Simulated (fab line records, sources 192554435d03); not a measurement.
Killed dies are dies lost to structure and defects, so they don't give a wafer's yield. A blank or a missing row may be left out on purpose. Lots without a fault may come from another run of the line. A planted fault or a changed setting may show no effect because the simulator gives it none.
Which tool did it? | flow n5_finfet | 24 lots, 72 wafers sampled, at 2 steps of a route of 1938

WHAT THE GAUGES READ, wafer by wafer
N5_MOL_CONTACT_COAG_CD_MEAS_101: target cd 16 nm. Usual: cd_nm 16.03 nm, standard deviation 0.26.
lot  | measured     | on        | cd_nm (nm)        | flag
L074 | day 5 09:47  | cd_sem-02 | 15.63 15.58 15.72 |
L075 | day 5 14:59  | cd_sem-03 | 15.67 16.06 16.23 |
L076 | day 5 20:47  | cd_sem-03 | 15.72 16.06 15.74 |
L077 | day 6 00:28  | cd_sem-01 | 15.91 15.92 15.97 |
L078 | day 6 05:30  | cd_sem-02 | 15.71 15.91 15.99 |
L079 | day 6 12:18  | cd_sem-03 | 16.02 15.70 15.89 |
L080 | day 6 16:04  | cd_sem-03 | 16.22 16.37 15.69 |
L081 | day 7 07:13  | cd_sem-03 | 16.27 15.87 16.03 |
L082 | day 7 07:25  | cd_sem-02 | 16.37 16.28 16.07 |
L083 | day 7 15:19  | cd_sem-02 | 16.02 15.78 15.98 |
L084 | day 7 18:49  | cd_sem-02 | 15.82 16.55 16.32 |
L086 | day 8 07:17  | cd_sem-03 | 16.31 15.98 16.28 |
L085 | day 8 08:08  | cd_sem-02 | 15.99 15.94 15.89 |
L087 | day 8 15:55  | cd_sem-01 | 15.86 15.87 15.73 |
L088 | day 8 17:13  | cd_sem-01 | 15.81 15.71 16.19 |
L089 | day 9 01:14  | cd_sem-03 | 15.68 15.33 15.64 |
L090 | day 9 04:01  | cd_sem-02 | 16.05 16.49 16.80 |
L091 | day 9 08:57  | cd_sem-01 | 15.93 16.14 16.13 |
L092 | day 9 15:06  | cd_sem-02 | 16.24 16.16 15.76 |
L093 | day 9 23:04  | cd_sem-03 | 16.17 16.44 15.98 |
L094 | day 10 04:27 | cd_sem-03 | 16.23 15.75 15.78 |
L095 | day 10 08:54 | cd_sem-02 | 15.71 15.62 15.76 |
L096 | day 10 13:21 | cd_sem-03 | 15.93 16.08 16.29 |
L097 | day 10 20:01 | cd_sem-03 | 15.82 15.86 15.99 |

N5_BEOL_M0_SAQP_INSPECT_16: inspects for defects (brightfield). Usual: raw_defect_count 533, standard deviation 130.
lot  | measured     | on                | raw_defect_count | flag
L074 | day 5 15:22  | defect_inspect-02 | 436 493 465      |
L075 | day 5 22:11  | defect_inspect-02 | 374 313 570      |
L076 | day 6 03:09  | defect_inspect-01 | 708 557 498      |
L077 | day 6 06:44  | defect_inspect-01 | 705 461 584      |
L078 | day 6 10:50  | defect_inspect-01 | 624 740 596      |
L079 | day 6 19:23  | defect_inspect-02 | 529 600 537      |
L080 | day 6 21:20  | defect_inspect-01 | 372 365 317      |
L081 | day 7 12:55  | defect_inspect-02 | 564 910 570      |
L082 | day 7 16:32  | defect_inspect-02 | 378 375 513      |
L083 | day 7 22:23  | defect_inspect-02 | 435 815 572      |
L084 | day 8 00:40  | defect_inspect-02 | 616 750 634      |
L086 | day 8 13:14  | defect_inspect-01 | 564 641 475      |
L085 | day 8 16:13  | defect_inspect-01 | 705 432 609      |
L087 | day 8 21:29  | defect_inspect-02 | 510 540 995      |
L088 | day 9 00:50  | defect_inspect-02 | 547 554 713      |
L089 | day 9 09:13  | defect_inspect-01 | 438 477 464      |
L090 | day 9 09:53  | defect_inspect-01 | 407 371 445      |
L091 | day 9 15:04  | defect_inspect-01 | 513 416 563      |
L092 | day 9 20:12  | defect_inspect-01 | 508 601 441      |
L093 | day 10 04:38 | defect_inspect-02 | 472 450 503      |
L094 | day 10 10:22 | defect_inspect-01 | 553 581 709      |
L095 | day 10 14:31 | defect_inspect-02 | 436 519 453      |
L096 | day 10 18:52 | defect_inspect-02 | 621 651 328      |
L097 | day 11 02:35 | defect_inspect-02 | 525 460 594      |

WHICH TOOL RAN EACH LOT (tool, then ch and the chambers of the sampled wafers, then the start)
The record holds no process step before these readings.

WHAT THE TOOLS THEMSELVES READ (means of the sampled wafers that have a number; where no wafer has one, the mark that the record gives instead)
The record holds no such reading with a usual standard deviation.

THE ANSWER, worked out from the rows above alone
Rule: a lot is off if the mean of its wafers that have a number lies more than 3 standard deviations from the usual mean. A lot without any number at a reading at which 4 lots or more have one is off too. The other lots that the step has rows for count as sound. The gauges are gone through in route order, then the tools' own readings, and for those a lot's mean is taken as printed above. The first step at which some lot is off is used, and at that step the reading that is off furthest; a lot without a number counts as furthest.
No lot is off at any reading shown: from this, nothing can be told.

WHAT THE SIMULATOR HAD PUT IN
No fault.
